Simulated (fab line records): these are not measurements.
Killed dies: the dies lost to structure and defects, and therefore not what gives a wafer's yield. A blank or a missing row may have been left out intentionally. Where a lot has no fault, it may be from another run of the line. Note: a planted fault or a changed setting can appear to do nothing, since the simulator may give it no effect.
Which of the tools did it? -- flow n5-finfet -- 72 wafers from 24 lots sampled at 6 of the route's 1938 steps

== WHAT THE GAUGES SHOWED, per wafer ==
The record lacks any reading of a measuring or inspecting step that a usual standard deviation could be used to judge.

== EACH LOT AND THE TOOL THAT RAN IT (in order: tool; ch and the chambers of the sampled wafers; start) ==
lot,N5_BEOL_M1_STRIP_36,N5_BEOL_M1_SPUTTER_48,N5_BEOL_M1_SPUTTER_86,N5_BEOL_M1_ANNEAL_91,N5_BEOL_M1_SPUTTER_94,N5_BEOL_M1_PRE_CLEAN_60
L074,"rie-diel-04 ch 0,3, day 7 02:15","pvd-sputter-01, day 7 03:42","pvd-sputter-01, day 7 04:22","pvd-sputter-01, day 7 04:53","pvd-sputter-01, day 7 05:14","cvd-co-02 ch 0,1, day 7 06:17"
L076,"rie-diel-02 ch 0,3, day 7 02:28","pvd-sputter-02, day 7 03:50","pvd-sputter-02, day 7 04:30","pvd-sputter-02, day 7 05:01","pvd-sputter-02, day 7 05:23","cvd-co-01 ch 1,2, day 7 06:37"
L075,"rie-diel-02 ch 0,3, day 7 05:26","pvd-sputter-01, day 7 06:38","pvd-sputter-01, day 7 07:18","pvd-sputter-01, day 7 07:49","pvd-sputter-01, day 7 08:11","cvd-co-01 ch 1,2, day 7 09:13"
L077,"rie-diel-03 ch 0,1,3, day 7 05:28","pvd-sputter-02, day 7 06:56","pvd-sputter-02, day 7 07:36","pvd-sputter-02, day 7 08:07","pvd-sputter-02, day 7 08:29","cvd-co-01 ch 1,2, day 7 09:38"
L078,"rie-diel-04 ch 0,3, day 7 05:31","pvd-sputter-01, day 7 08:35","pvd-sputter-01, day 7 09:14","pvd-sputter-01, day 7 09:46","pvd-sputter-01, day 7 10:07","cvd-co-02 ch 0,1,2, day 7 11:44"
L079,"rie-diel-03 ch 1,2, day 7 10:58","pvd-sputter-02, day 7 13:20","pvd-sputter-02, day 7 13:59","pvd-sputter-02, day 7 14:31","pvd-sputter-02, day 7 14:52","cvd-co-01 ch 0,1,2, day 7 15:55"
L080,"rie-diel-03 ch 1,3, day 7 22:54","pvd-sputter-03, day 8 02:02","pvd-sputter-03, day 8 02:41","pvd-sputter-03, day 8 03:13","pvd-sputter-03, day 8 03:34","cvd-co-02 ch 0,2, day 8 04:37"
L081,"rie-diel-02 ch 0,3, day 8 07:25","pvd-sputter-02, day 8 08:44","pvd-sputter-02, day 8 09:24","pvd-sputter-02, day 8 09:55","pvd-sputter-02, day 8 10:17","cvd-co-01 ch 1,2, day 8 11:20"
L082,"rie-diel-03 ch 0,1, day 8 10:51","pvd-sputter-03, day 8 12:08","pvd-sputter-03, day 8 12:47","pvd-sputter-03, day 8 13:19","pvd-sputter-03, day 8 13:40","cvd-co-02 ch 0,1, day 8 14:47"
L083,"rie-diel-03 ch 0,1, day 8 11:19","pvd-sputter-02, day 8 14:02","pvd-sputter-02, day 8 14:42","pvd-sputter-02, day 8 15:13","pvd-sputter-02, day 8 15:35","cvd-co-01 ch 0,1,2, day 8 16:41"
L084,"rie-diel-04 ch 0,1,3, day 8 14:05","pvd-sputter-01, day 8 15:39","pvd-sputter-01, day 8 16:19","pvd-sputter-01, day 8 16:50","pvd-sputter-01, day 8 17:11","cvd-co-01 ch 0,1,2, day 8 18:22"
L086,"rie-diel-03 ch 1,2,3, day 9 19:49","pvd-sputter-02, day 9 20:56","pvd-sputter-02, day 9 21:35","pvd-sputter-02, day 9 22:07","pvd-sputter-02, day 9 22:28","cvd-co-01 ch 0,1,2, day 9 23:31"
L088,"rie-diel-02 ch 0,2, day 9 19:52","pvd-sputter-01, day 9 21:17","pvd-sputter-01, day 9 21:56","pvd-sputter-01, day 9 22:28","pvd-sputter-01, day 9 22:49","cvd-co-02 ch 0,1, day 9 23:57"
L087,"rie-diel-02 ch 0,2, day 9 23:06","pvd-sputter-03, day 10 00:41","pvd-sputter-03, day 10 01:20","pvd-sputter-03, day 10 01:52","pvd-sputter-03, day 10 02:13","cvd-co-01 ch 0,2, day 10 03:17"
L085,"rie-diel-04 ch 0,2, day 9 23:32","pvd-sputter-02, day 10 02:04","pvd-sputter-02, day 10 02:44","pvd-sputter-02, day 10 03:15","pvd-sputter-02, day 10 03:37","cvd-co-02 ch 0,2, day 10 04:55"
L090,"rie-diel-04 ch 0,2,3, day 10 04:51","pvd-sputter-02, day 10 05:56","pvd-sputter-02, day 10 06:35","pvd-sputter-02, day 10 07:07","pvd-sputter-02, day 10 07:28","cvd-co-02 ch 0,1,2, day 10 08:31"
L089,"rie-diel-02 ch 0,1,2, day 10 05:35","pvd-sputter-03, day 10 07:19","pvd-sputter-03, day 10 07:58","pvd-sputter-03, day 10 08:29","pvd-sputter-03, day 10 08:51","cvd-co-01 ch 0,1,2, day 10 09:54"
L091,"rie-diel-02 ch 0,3, day 10 12:52","pvd-sputter-02, day 10 14:24","pvd-sputter-02, day 10 15:04","pvd-sputter-02, day 10 15:35","pvd-sputter-02, day 10 15:56","cvd-co-02 ch 0,1,2, day 10 17:04"
L092,"rie-diel-02 ch 1,2, day 10 14:53","pvd-sputter-02, day 10 17:24","pvd-sputter-02, day 10 18:04","pvd-sputter-02, day 10 18:35","pvd-sputter-02, day 10 18:56","cvd-co-02 ch 1,2, day 10 20:12"
L093,"rie-diel-04 ch 0,2,3, day 11 03:49","pvd-sputter-02, day 11 06:32","pvd-sputter-02, day 11 07:11","pvd-sputter-02, day 11 07:43","pvd-sputter-02, day 11 08:04","cvd-co-02 ch 0,1, day 11 09:13"
L095,"rie-diel-03 ch 1,2,3, day 11 09:58","pvd-sputter-03, day 11 11:01","pvd-sputter-03, day 11 11:40","pvd-sputter-03, day 11 12:11","pvd-sputter-03, day 11 12:33","cvd-co-02 ch 0,1,2, day 11 13:37"
L094,"rie-diel-04 ch 0,1,2, day 11 09:58","pvd-sputter-02, day 11 11:03","pvd-sputter-02, day 11 11:43","pvd-sputter-02, day 11 12:14","pvd-sputter-02, day 11 12:35","cvd-co-01 ch 0,2, day 11 13:50"
L096,"rie-diel-04 ch 1,2,3, day 11 18:23","pvd-sputter-01, day 11 19:49","pvd-sputter-01, day 11 20:28","pvd-sputter-01, day 11 20:59","pvd-sputter-01, day 11 21:21","cvd-co-01 ch 0,2, day 11 22:25"
L097,"rie-diel-04 ch 0,3, day 12 15:58","pvd-sputter-03, day 12 16:59","pvd-sputter-03, day 12 17:38","pvd-sputter-03, day 12 18:10","pvd-sputter-03, day 12 18:33","cvd-co-02 ch 0,1, day 12 21:11"
- N5_BEOL_M1_STRIP_36: strips in N2/H2.
- N5_BEOL_M1_SPUTTER_48: material Cu, target thk 4.5 nm, time 8.29 s.
- N5_BEOL_M1_SPUTTER_86: material Cu, target thk 4.5 nm, time 8.29 s.
- N5_BEOL_M1_ANNEAL_91: time 240 s.
- N5_BEOL_M1_SPUTTER_94: material Cu, target thk 4.5 nm, time 8.29 s.
- N5_BEOL_M1_PRE_CLEAN_60: time 15 s.

== AS READ BY THE TOOLS THEMSELVES (means over the sampled wafers that have a number; for cases with no such wafer, the mark the record gives instead) ==
N5_BEOL_M1_STRIP_36.
lot,tool,drypump-motor-current-A (A),h2-flow-sccm (sccm),oes-product-au (a.u.),rf-vpp-V (V),showerhead-plenum-p-Torr (Torr),throttle-valve-pct (%)
L074,rie-diel-04,6.0,200.5,0.75,58.3,2.41,23.6
L076,rie-diel-02,6.0,200.6,0.77,59.8,2.57,23.9
L075,rie-diel-02,6.3,200.2,0.83,59.7,2.52,23.5
L077,rie-diel-03,5.7,200.0,0.73,59.0,2.56,23.6
L078,rie-diel-04,6.0,200.4,0.75,58.8,2.41,23.6
L079,rie-diel-03,5.9,199.8,0.72,58.3,2.54,23.7
L080,rie-diel-03,6.1,199.8,0.72,60.4,2.61,23.4
L081,rie-diel-02,6.3,200.6,0.82,59.1,2.52,23.5
L082,rie-diel-03,5.5,200.4,0.70,59.7,2.53,23.8
L083,rie-diel-03,5.9,199.2,0.69,58.1,2.57,23.5
L084,rie-diel-04,5.8,200.0,0.78,59.4,2.44,23.5
L086,rie-diel-03,5.9,200.3,0.74,59.8,2.56,23.6
L088,rie-diel-02,5.4,200.4,0.76,59.7,2.61,24.1
L087,rie-diel-02,5.0,199.4,0.84,59.9,2.60,23.8
L085,rie-diel-04,5.4,200.3,0.73,58.7,2.47,23.5
L090,rie-diel-04,5.8,200.4,0.73,60.6,2.46,23.6
L089,rie-diel-02,5.7,199.7,0.76,59.6,2.61,23.9
L091,rie-diel-02,6.3,200.0,0.79,58.9,2.51,23.5
L092,rie-diel-02,5.9,199.7,0.75,59.6,2.62,23.8
L093,rie-diel-04,5.8,199.6,0.73,59.0,2.46,23.5
L095,rie-diel-03,5.9,199.9,0.71,61.2,2.55,23.6
L094,rie-diel-04,5.5,199.8,0.76,57.9,2.44,23.5
L096,rie-diel-04,5.6,199.5,0.75,58.2,2.49,23.5
L097,rie-diel-04,6.0,200.4,0.72,57.6,2.40,23.6

N5_BEOL_M1_SPUTTER_48.
lot,tool,susceptor-temp-C (C),throttle-valve-pct (%)
L074,pvd-sputter-01,-19.96,29.3
L076,pvd-sputter-02,-19.96,30.0
L075,pvd-sputter-01,-19.97,29.6
L077,pvd-sputter-02,-19.97,28.9
L078,pvd-sputter-01,-19.93,29.3
L079,pvd-sputter-02,-20.05,29.1
L080,pvd-sputter-03,-20.08,30.5
L081,pvd-sputter-02,-20.08,29.5
L082,pvd-sputter-03,-19.98,30.4
L083,pvd-sputter-02,-19.90,30.3
L084,pvd-sputter-01,-20.04,29.3
L086,pvd-sputter-02,-19.89,29.9
L088,pvd-sputter-01,-19.84,28.4
L087,pvd-sputter-03,-19.99,30.9
L085,pvd-sputter-02,-20.04,30.0
L090,pvd-sputter-02,-19.99,29.3
L089,pvd-sputter-03,-19.96,30.6
L091,pvd-sputter-02,-19.93,29.1
L092,pvd-sputter-02,-20.00,30.1
L093,pvd-sputter-02,-19.96,29.8
L095,pvd-sputter-03,-20.02,30.3
L094,pvd-sputter-02,-20.01,29.7
L096,pvd-sputter-01,-20.08,29.7
L097,pvd-sputter-03,-20.00,30.9

N5_BEOL_M1_SPUTTER_86.
lot,tool,susceptor-temp-C (C),throttle-valve-pct (%)
L074,pvd-sputter-01,-20.02,29.3
L076,pvd-sputter-02,-20.05,30.0
L075,pvd-sputter-01,-19.99,29.6
L077,pvd-sputter-02,-19.94,29.1
L078,pvd-sputter-01,-19.94,29.3
L079,pvd-sputter-02,-20.04,29.1
L080,pvd-sputter-03,-19.99,30.5
L081,pvd-sputter-02,-19.97,29.5
L082,pvd-sputter-03,-20.03,30.3
L083,pvd-sputter-02,-19.97,30.3
L084,pvd-sputter-01,-20.08,29.4
L086,pvd-sputter-02,-19.99,30.0
L088,pvd-sputter-01,-20.02,28.5
L087,pvd-sputter-03,-19.99,30.9
L085,pvd-sputter-02,-19.93,29.8
L090,pvd-sputter-02,-19.99,29.3
L089,pvd-sputter-03,-19.95,30.6
L091,pvd-sputter-02,-20.04,29.3
L092,pvd-sputter-02,-20.05,30.0
L093,pvd-sputter-02,-20.00,30.0
L095,pvd-sputter-03,-20.03,30.4
L094,pvd-sputter-02,-19.94,29.7
L096,pvd-sputter-01,-19.99,29.7
L097,pvd-sputter-03,-20.03,30.8

N5_BEOL_M1_ANNEAL_91.
lot,tool,heater-power-w (W),susceptor-temp-C (C)
L074,pvd-sputter-01,824,400.15
L076,pvd-sputter-02,853,399.95
L075,pvd-sputter-01,803,400.08
L077,pvd-sputter-02,847,400.23
L078,pvd-sputter-01,815,400.00
L079,pvd-sputter-02,837,400.08
L080,pvd-sputter-03,768,399.93
L081,pvd-sputter-02,829,400.12
L082,pvd-sputter-03,774,400.12
L083,pvd-sputter-02,896,399.95
L084,pvd-sputter-01,802,400.06
L086,pvd-sputter-02,853,399.86
L088,pvd-sputter-01,854,399.80
L087,pvd-sputter-03,829,400.15
L085,pvd-sputter-02,863,400.27
L090,pvd-sputter-02,833,400.09
L089,pvd-sputter-03,846,400.28
L091,pvd-sputter-02,848,399.80
L092,pvd-sputter-02,868,399.93
L093,pvd-sputter-02,851,400.04
L095,pvd-sputter-03,779,399.91
L094,pvd-sputter-02,871,400.12
L096,pvd-sputter-01,795,399.91
L097,pvd-sputter-03,819,400.12

N5_BEOL_M1_SPUTTER_94.
lot,tool,susceptor-temp-C (C),throttle-valve-pct (%)
L074,pvd-sputter-01,-20.07,29.2
L076,pvd-sputter-02,-20.04,30.1
L075,pvd-sputter-01,-20.00,29.6
L077,pvd-sputter-02,-19.90,29.2
L078,pvd-sputter-01,-20.00,29.3
L079,pvd-sputter-02,-20.01,29.1
L080,pvd-sputter-03,-20.04,30.7
L081,pvd-sputter-02,-20.05,29.6
L082,pvd-sputter-03,-20.09,30.4
L083,pvd-sputter-02,-20.02,30.3
L084,pvd-sputter-01,-19.95,29.5
L086,pvd-sputter-02,-20.01,29.8
L088,pvd-sputter-01,-19.91,28.5
L087,pvd-sputter-03,-19.95,30.8
L085,pvd-sputter-02,-19.96,29.9
L090,pvd-sputter-02,-20.06,29.3
L089,pvd-sputter-03,-19.91,30.7
L091,pvd-sputter-02,-19.96,29.1
L092,pvd-sputter-02,-20.09,30.0
L093,pvd-sputter-02,-19.97,30.0
L095,pvd-sputter-03,-20.00,30.3
L094,pvd-sputter-02,-20.01,29.9
L096,pvd-sputter-01,-19.97,30.0
L097,pvd-sputter-03,-19.96,30.8

N5_BEOL_M1_PRE_CLEAN_60.
lot,tool,heater-power-w (W),rf-fwd-power-W (W)
L074,cvd-co-02,75,297.8
L076,cvd-co-01,78,296.9
L075,cvd-co-01,79,296.6
L077,cvd-co-01,88,296.4
L078,cvd-co-02,88,296.3
L079,cvd-co-01,83,295.7
L080,cvd-co-02,96,296.1
L081,cvd-co-01,80,295.3
L082,cvd-co-02,75,298.4
L083,cvd-co-01,82,297.6
L084,cvd-co-01,82,296.6
L086,cvd-co-01,83,297.9
L088,cvd-co-02,84,298.0
L087,cvd-co-01,79,295.9
L085,cvd-co-02,100,295.9
L090,cvd-co-02,88,297.2
L089,cvd-co-01,82,296.7
L091,cvd-co-02,88,297.0
L092,cvd-co-02,91,296.1
L093,cvd-co-02,75,297.6
L095,cvd-co-02,88,296.4
L094,cvd-co-01,76,296.4
L096,cvd-co-01,76,296.5
L097,cvd-co-02,85,297.4

== THE ANSWER, worked out from the rows above alone ==
Rule: the usual values come from the lots themselves. Put in order of their means at a reading, lots are off if they are a third of the lots or fewer, leave a main group of 4 or more, and stand apart from it by a gap of 3 or more times the standard deviation of the main group's means; of several such gaps the widest counts. Not used: any main group whose means are identical at the precision the tables above print for the reading. A lot without any number at a reading at which 4 lots or more have one is off too. The other lots that the step has rows for count as sound. After the gauges, taken in route order, come the tools' own readings; for these a lot's mean is taken, as printed above. At the first step where some lot is off, the reading lying furthest off is the one used; lots without a number count as furthest.
None of the lots is off at any reading shown; this tells nothing.

== WHAT WAS PUT IN BY THE SIMULATOR ==
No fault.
